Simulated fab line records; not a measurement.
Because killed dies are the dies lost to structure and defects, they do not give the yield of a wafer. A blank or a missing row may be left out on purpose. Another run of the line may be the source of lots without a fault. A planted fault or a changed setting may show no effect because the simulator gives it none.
Chamber matching / flow n5Finfet / 3 sister chambers for N5_BEOL_M3_CO_CAP_55 on cvdCo-02
The step material Co, precursor CCTBA/H2, target thk 2 nm, time 102.1 s. 6 wafers are shown with their chamber, then 9 later ones without.

WAFERS, EACH WITH ITS CHAMBER
wafer=L080.4; chamber=2; heaterPowerW (W)=252; chamberPressureTorr (Torr)=29.94
wafer=L089.4; chamber=0; heaterPowerW (W)=246; chamberPressureTorr (Torr)=30.05
wafer=L089.6; chamber=1; heaterPowerW (W)=214; chamberPressureTorr (Torr)=30.01
wafer=L090.1; chamber=2; heaterPowerW (W)=247; chamberPressureTorr (Torr)=30.09
wafer=L090.3; chamber=1; heaterPowerW (W)=215; chamberPressureTorr (Torr)=29.95
wafer=L090.6; chamber=0; heaterPowerW (W)=236; chamberPressureTorr (Torr)=29.99

WAFERS WITHOUT THEIR CHAMBER
wafer=L092.4; heaterPowerW (W)=215; chamberPressureTorr (Torr)=30.01
wafer=L092.5; heaterPowerW (W)=253; chamberPressureTorr (Torr)=30.03
wafer=L092.6; heaterPowerW (W)=240; chamberPressureTorr (Torr)=30.06
wafer=L093.1; heaterPowerW (W)=255; chamberPressureTorr (Torr)=29.89
wafer=L093.2; heaterPowerW (W)=211; chamberPressureTorr (Torr)=29.96
wafer=L093.4; heaterPowerW (W)=251; chamberPressureTorr (Torr)=30.05
wafer=L094.2; heaterPowerW (W)=257; chamberPressureTorr (Torr)=30.02
wafer=L094.5; heaterPowerW (W)=257; chamberPressureTorr (Torr)=29.85
wafer=L094.6; heaterPowerW (W)=214; chamberPressureTorr (Torr)=29.99

CHAMBER TAKEN BY EACH
wafer=L092.4; from the rows above=1; in truth=1
wafer=L092.5; from the rows above=can't be placed: 2 or 0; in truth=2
wafer=L092.6; from the rows above=can't be placed: 0 or 2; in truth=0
wafer=L093.1; from the rows above=can't be placed: 2 or 0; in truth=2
wafer=L093.2; from the rows above=1; in truth=1
wafer=L093.4; from the rows above=can't be placed: 2 or 0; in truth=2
wafer=L094.2; from the rows above=can't be placed: 2 or 0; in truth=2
wafer=L094.5; from the rows above=can't be placed: 2 or 0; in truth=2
wafer=L094.6; from the rows above=1; in truth=1
Placed correctly: 3 of 9. Cannot be placed on the basis of these rows: 6; the candidates contain the true chamber in 6. 0 placed wrongly.
How it was worked out, from the rows above alone: a wafer's distance from a chamber is the root of the sum, over the readings, of the square of ((its reading less the chamber's mean) divided by the reading's scatter). If the next closest chamber is less than 2 further off than the closest, the wafer can't be placed; otherwise it belongs to the closest. Each chamber's mean is taken over the wafers shown for it. How the scatter is found: for the shown wafers, subtract from each reading the mean of its chamber, square and add these, divide the total by (wafers less chambers), then take the root.
